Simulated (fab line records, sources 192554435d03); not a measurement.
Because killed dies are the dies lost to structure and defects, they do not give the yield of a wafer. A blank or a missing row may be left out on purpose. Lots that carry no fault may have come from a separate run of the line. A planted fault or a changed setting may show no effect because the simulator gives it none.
Chamber matching ; flow n5Finfet ; N5_BEOL_M7_ETCH_72 on rieDiel-05: 4 sister chambers
The step etches underlayer in N2/H2, target depth 6.5 nm, time 5.2 s. 16 wafers are shown with their chamber, then 8 later ones without.

## EACH WAFER AND ITS CHAMBER
wafer;chamber;drypumpMotorCurrentA (A);throttleValvePct (%);oesProductAu (a.u.)
L083.4;1;6.1;17.66;0.69
L083.5;3;5.8;17.49;0.59
L083.6;0;5.6;17.83;0.65
L086.1;3;5.8;17.49;0.58
L086.2;1;6.1;17.68;0.68
L086.4;0;5.6;17.83;0.64
L087.2;2;6.8;17.54;0.68
L087.3;0;5.6;17.81;0.64
L087.6;2;6.8;17.52;0.69
L088.1;1;6.1;17.67;0.70
L088.2;2;6.7;17.53;0.68
L088.4;0;5.6;17.84;0.64
L091.1;3;5.8;17.47;0.60
L091.3;0;5.6;17.84;0.64
L091.4;1;6.1;17.69;0.69
L092.2;3;5.8;17.52;0.58

SIGNATURES (means of the wafers above)
reading;chamber 0;chamber 1;chamber 2;chamber 3;scatter within a chamber
drypumpMotorCurrentA;5.600;6.100;6.767;5.800;0.0236
throttleValvePct;17.8300;17.6750;17.5300;17.4925;0.0146
oesProductAu;0.6420;0.6900;0.6833;0.5875;0.0072
Rule: a wafer's distance from a chamber is the root of the sum, over the readings, of the square of ((its reading less the chamber's mean) divided by the reading's scatter). The wafer belongs to the nearest chamber; if the next one is less than 2 further off, it can't be placed. How the scatter is found: for the shown wafers, subtract from each reading the mean of its chamber, square and add these, divide the total by (wafers less chambers), then take the root.

## WAFERS WITHOUT THEIR CHAMBER
wafer;drypumpMotorCurrentA (A);throttleValvePct (%);oesProductAu (a.u.)
L092.4;6.8;17.56;0.68
L092.6;5.8;17.50;0.59
L094.2;5.6;17.85;0.64
L094.3;5.8;17.51;0.58
L094.5;5.6;17.84;0.65
L097.2;5.6;17.86;0.62
L097.3;6.7;17.56;0.67
L097.6;5.6;17.88;0.62

## CHAMBER TAKEN BY EACH
wafer;from the rows above;in truth
L092.4;2;2
L092.6;3;3
L094.2;0;0
L094.3;3;3
L094.5;0;0
L097.2;0;0
L097.3;2;2
L097.6;0;0
Correctly placed: 8 of 8. Can't be placed from these rows: 0. Wrongly placed: 0.
